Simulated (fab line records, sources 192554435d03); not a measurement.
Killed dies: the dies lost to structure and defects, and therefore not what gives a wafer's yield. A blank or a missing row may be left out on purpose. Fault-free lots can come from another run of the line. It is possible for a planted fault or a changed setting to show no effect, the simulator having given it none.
A lot that was struck, set against a sound lot || flow n5_finfet || 24 steps out of a route of 1938
Sound: wafers L718.2, L718.4, L718.6. The struck wafers were L712.2, L712.3, L712.5. At the end, the cause is stated.
Each step with rows lists, per side, the tool, then ch with its chambers, then its first start. Under that, the readings that differ: sound wafers || struck wafers || difference of the means || sigmas: that difference in standard deviations of wafers without a fault.
alike: words and numbers the same on both sides, and readings whose means are apart by under 2 such deviations; not compared: readings that were withheld, readings missing a value for some wafer, numbers with overlapping values and no deviation given by the record, and bounds like >300 which may hide the same value.
A row with sigmas, a row that says differs or no value, or rows on one side alone: a step with any of these is where the two part. Numbers that have no deviation but don't overlap get no sigmas and don't part them. Lack of a reading on every wafer of one side parts them only where that side has two or more wafers.

first, 9 steps without rows for these wafers: N5_DUMMY_GATE_COAT_28 (time 60 s, resist thk 10 nm); N5_DUMMY_GATE_COAT_09 (resist thk 30 nm); N5_DUMMY_GATE_EBR_11; N5_DUMMY_GATE_SOFTBAKE_10 (time 60 s); N5_DUMMY_GATE_EXPOSE_12 (exposes mask GATE, target cd 25 nm); N5_DUMMY_GATE_PEB_13 (peb time 60 s); N5_DUMMY_GATE_DEVELOP_14 (develop time 30 s); N5_DUMMY_GATE_DESCUM_20 (chemistry O2, time 6.2 s); N5_DUMMY_GATE_ETCH_29 (etches underlayer in N2/H2, target depth 13 nm).
N5_DUMMY_GATE_ETCH_36: etches SiARC in CF4, target depth 13 nm.
  sound on rie_diel-03 ch 1,2, day 6 21:15; struck on rie_diel-02 ch 0,3, day 5 11:56
  no value came back on the struck wafers for any of 7 readings (bias_w (W), cf4_flow_sccm (sccm) and others); on the sound wafers bias_w (W) reads 36.08 36.05 36.05
{"reading": "model.CAR-EUV_of_DUMMY_GATE_COAT_09.thk_nm (nm)", "sound": "11.2 11.2 11.2", "struck": "19.6 19.2 19.6", "difference": "+8.3", "sigmas": ""}
  not compared: rf_hours_counter_h
N5_DUMMY_GATE_ETCH_37: etches SOC in N2/H2, target depth 60 nm, overetch 30 nm.
  sound on rie_diel-03 ch 1,2, day 6 21:17; struck on rie_diel-02 ch 0,3, day 5 11:58
{"reading": "oes_product_au (a.u.)", "sound": "0.55 0.56 0.62", "struck": "0.28 0.30 0.29", "difference": -0.29, "sigmas": -5}
  alike: bias_w, chamber_pressure_mTorr, drypump_motor_current_A, rf_vpp_V, showerhead_plenum_p_Torr, throttle_valve_pct
  not compared: rf_hours_counter_h
then, 4 steps without rows for these wafers: N5_DUMMY_GATE_STRIP_38 (strips in N2/H2); N5_DUMMY_GATE_STRIP_39 (strips in N2/H2); N5_DUMMY_GATE_TRIM_49 (chemistry O2, time 29 s, target cd 14 nm); N5_DUMMY_GATE_STRIP_40 (strips in CF4).
N5_DUMMY_GATE_CD_MEAS_50: the cd target is 14 nm.
  sound: cd_sem-02 at day 6 21:31; struck: cd_sem-01 at day 5 12:12
{"reading": "cd_nm (nm)", "sound": "14.2 13.4 13.5", "struck": "- - -", "difference": "no value on the struck wafers", "sigmas": ""}
N5_DUMMY_GATE_ETCH_31: etches SiO2 in C4F6/O2, target depth 82.5 nm, time 27.5 s.
  sound on rie_diel-03 ch 0,2, day 6 21:34; struck on rie_diel-02 ch 1,3, day 5 12:15
{"reading": "oes_product_au (a.u.)", "sound": "0.70 0.88 0.70", "struck": "0.32 0.28 0.28", "difference": -0.47, "sigmas": -6}
{"reading": "throttle_valve_pct (%)", "sound": "21.26 21.00 21.27", "struck": "20.48 20.74 20.75", "difference": -0.52, "sigmas": -3}
  alike: C4F6_flow_sccm, O2_flow_sccm, drypump_motor_current_A, rf_vpp_V, showerhead_plenum_p_Torr
  not compared: rf_hours_counter_h
then, 3 steps without rows for these wafers: N5_DUMMY_GATE_STRIP_41 (strips in O2); N5_DUMMY_GATE_ETCH_32 (etches SiO2 in CF4, target depth 3.5 nm, time 3.9 s); N5_DUMMY_GATE_ETCH_23 (etches poly-Si in HBr/Cl2/O2, target depth 41 nm, time 22.3 s).
N5_DUMMY_GATE_ETCH_44: etches poly-Si in HBr/O2, stops on SiO2, target depth 127.5 nm.
  sound on rie_si-04 ch 2,3, day 6 21:54; struck on rie_si-04 ch 0,1, day 5 12:35
{"reading": "oes_product_au (a.u.)", "sound": "0.730 0.714 0.725", "struck": "0.371 0.384 0.383", "difference": -0.344, "sigmas": -26}
  alike: HBr_flow_sccm, O2_flow_sccm, drypump_motor_current_A, throttle_valve_pct
  not compared: rf_hours_counter_h
N5_DUMMY_GATE_CD_MEAS_24: the cd target is 15 nm.
  sound: cd_sem-01 at day 6 22:01; struck: cd_sem-03 at day 5 12:42
{"reading": "cd_nm (nm)", "sound": "15.6 15.2 14.8", "struck": "- - -", "difference": "no value on the struck wafers", "sigmas": ""}
N5_BEOL_M4_RC_MEAS_101:
  the record has rows for the sound wafers here (prober-01 ch 0, day 14 08:53) and none for the struck ones
-- the record jumps here: 11 days lie between the struck wafers' starts before and after (it left off in module BEOL_M4 and takes up again in module PASSIVATION, whose first step shown is number 1936 of the route) --
N5_PASSIVATION_PROBE_49:
  rows exist in the record for the struck wafers here (prober-01, day 16 15:39), but not for the sound ones

WHERE THEY PART
First at N5_DUMMY_GATE_ETCH_36; last, within this record, at N5_PASSIVATION_PROBE_49.

WHY: whatever the simulator had introduced
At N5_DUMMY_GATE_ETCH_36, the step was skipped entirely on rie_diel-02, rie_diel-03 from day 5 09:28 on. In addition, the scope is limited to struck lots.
